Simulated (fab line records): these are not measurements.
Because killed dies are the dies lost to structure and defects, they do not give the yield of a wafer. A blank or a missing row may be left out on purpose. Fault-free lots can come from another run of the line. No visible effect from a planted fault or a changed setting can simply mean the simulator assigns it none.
Lot-split experiment | flow n5Finfet | on a route of 1938 steps: 7 lots, 21 wafers read

== ON THE SPLIT ==
At N5_BEOL_M5_COAT_60 (time 60 s, resist thk 12 nm), the setting spinRpm was moved away from the recipe's 1500 rpm on 8 of the 21 wafers read, by -10.9% to +9.1%. This setting was run at the recipe's value on the other wafers.

== FROM THE SPLIT TO THE READING: what the file shows between them, 5 steps ==
- N5_BEOL_M5_COAT_71: time 60 s, resist thk 5 nm
- N5_BEOL_M5_COAT_05: resist thk 30 nm
- N5_BEOL_M5_DESCUM_16: chemistry O2, time 7 s
- N5_BEOL_M5_ETCH_72: etches underlayer in N2/H2, target depth 6.5 nm, time 5.2 s
- N5_BEOL_M5_ETCH_61: etches SiARC in CF4, target depth 15.6 nm, time 26 s

== THE READING ==
SiARC_of_BEOL_M5_COAT_60.thkNm (the simulator's own value, which no gauge read), in nm, at N5_BEOL_M5_ETCH_62 (etches SOC in N2/H2, target depth 75 nm, overetch 15 nm, time 112.5 s). No usual value for it is given in the file. Across the 13 wafers here that went through the recipe, the average is 6.8 nm and the standard deviation 0.12 nm.

wafer  | tool, chamber at the split | spinRpm as run, rpm | against the recipe | SiARC_of_BEOL_M5_COAT_60.thkNm, nm | against lot-mates on the recipe
L074.4 | lithoTrack-05, 0           | 1391                | -7.3%              | 7.2                                | +0.4
L074.5 | lithoTrack-05, 0           | 1500                | recipe             | 6.8                                | -
L074.6 | lithoTrack-05, 0           | 1500                | recipe             | 6.8                                | -
L075.2 | lithoTrack-03, 0           | 1500                | recipe             | 6.6                                | -
L075.3 | lithoTrack-03, 0           | 1636                | +9.1%              | 6.4                                | -0.4
L075.4 | lithoTrack-03, 0           | 1500                | recipe             | 7                                  | -
L084.3 | lithoTrack-05, 0           | 1500                | recipe             | 6.8                                | -
L084.5 | lithoTrack-05, 0           | 1500                | recipe             | 6.8                                | -
L084.6 | lithoTrack-05, 0           | 1500                | recipe             | 6.8                                | -
L088.1 | lithoTrack-05, 0           | 1500                | recipe             | 6.6                                | -
L088.3 | lithoTrack-05, 0           | 1500                | recipe             | 7                                  | -
L088.5 | lithoTrack-05, 0           | 1633                | +8.9%              | 6                                  | -0.8
L091.1 | lithoTrack-03, 0           | 1500                | recipe             | 6.6                                | -
L091.2 | lithoTrack-03, 0           | 1337                | -10.9%             | 7.6                                | +0.9
L091.5 | lithoTrack-03, 0           | 1500                | recipe             | 6.8                                | -
L093.1 | lithoTrack-03, 0           | 1610                | +7.3%              | 6.4                                | -0.4
L093.5 | lithoTrack-03, 0           | 1610                | +7.3%              | 6.4                                | -0.4
L093.2 | lithoTrack-03, 0           | 1500                | recipe             | 6.8                                | -
L097.4 | lithoTrack-01, 0           | 1500                | recipe             | 6.8                                | -
L097.5 | lithoTrack-01, 0           | 1584                | +5.6%              | 6.6                                | -0.2
L097.6 | lithoTrack-01, 0           | 1584                | +5.6%              | 6.2                                | -0.6

FIT RESULTS
A straight line over all 21 wafers: SiARC_of_BEOL_M5_COAT_60.thkNm changes by -0.0647 nm for each +1% of spinRpm; r = -0.91; the points scatter about the line by 0.14 nm.
The same after taking each lot's own level away (the mean of its wafers on the recipe; 21 wafers): -0.0678 nm for each +1%; r = -0.92; scatter 0.14 nm.
That fit puts the effect of the largest move of spinRpm on the reading at 0.74 nm.
Measured against the standard deviation above, the lots' own levels, which go from 6.70 to 6.80 nm, span 0.8 times it.
So the lot-to-lot level changes the slope little: the two slopes agree.
Check: for one of the wafers moved furthest among these (-10.9%), held out of the fit, the line's prediction against its lot-mates is +0.664 nm. Against them it came out at +0.9 nm.

== ADDITIONAL SPLITS CARRIED BY THESE WAFERS ==
These wafers also went through other splits before the reading. Each is held against what the fit with the lots' levels taken away leaves over:
other split on the same wafers | wafers away from the commonest value | r with SiARC_of_BEOL_M5_COAT_60.thkNm (lot level and that fit taken away)
N5_BEOL_M3_COAT_22 spinRpm     | 9                                    | -0.08
N5_BEOL_M4_COAT_76 spinRpm     | 6                                    | +0.44
N5_BEOL_M4_EXPOSE_25 doseMj    | 6                                    | -0.27
N5_BEOL_M5_PECVD_70 timeS      | 5                                    | +0.04

== THE WHOLE CHAIN: every reading that the file lists as answering this split, in the file's order ==
step               | what it does                                                          | reading                                                                         | change (the file's fit)                | r (the file's)
N5_BEOL_M5_COAT_60 | time 60 s, resist thk 12 nm                                           | SiARC_of_BEOL_M5_COAT_60.thkNm (the simulator's own value, which no gauge read) | -0.0557 nm for each +1% of the setting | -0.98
N5_BEOL_M5_ETCH_61 | etches SiARC in CF4, target depth 15.6 nm, time 26 s                  | etch.depthNm (the simulator's own value, which no gauge read)                   | -0.0599 nm for each +1% of the setting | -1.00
N5_BEOL_M5_ETCH_62 | etches SOC in N2/H2, target depth 75 nm, overetch 15 nm, time 112.5 s | SiARC_of_BEOL_M5_COAT_60.thkNm (the simulator's own value, which no gauge read) | -0.0686 nm for each +1% of the setting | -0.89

== FILE'S OWN FIT ==
SiARC_of_BEOL_M5_COAT_60.thkNm changes by -0.0686 nm for each +1% of spinRpm, r = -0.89.
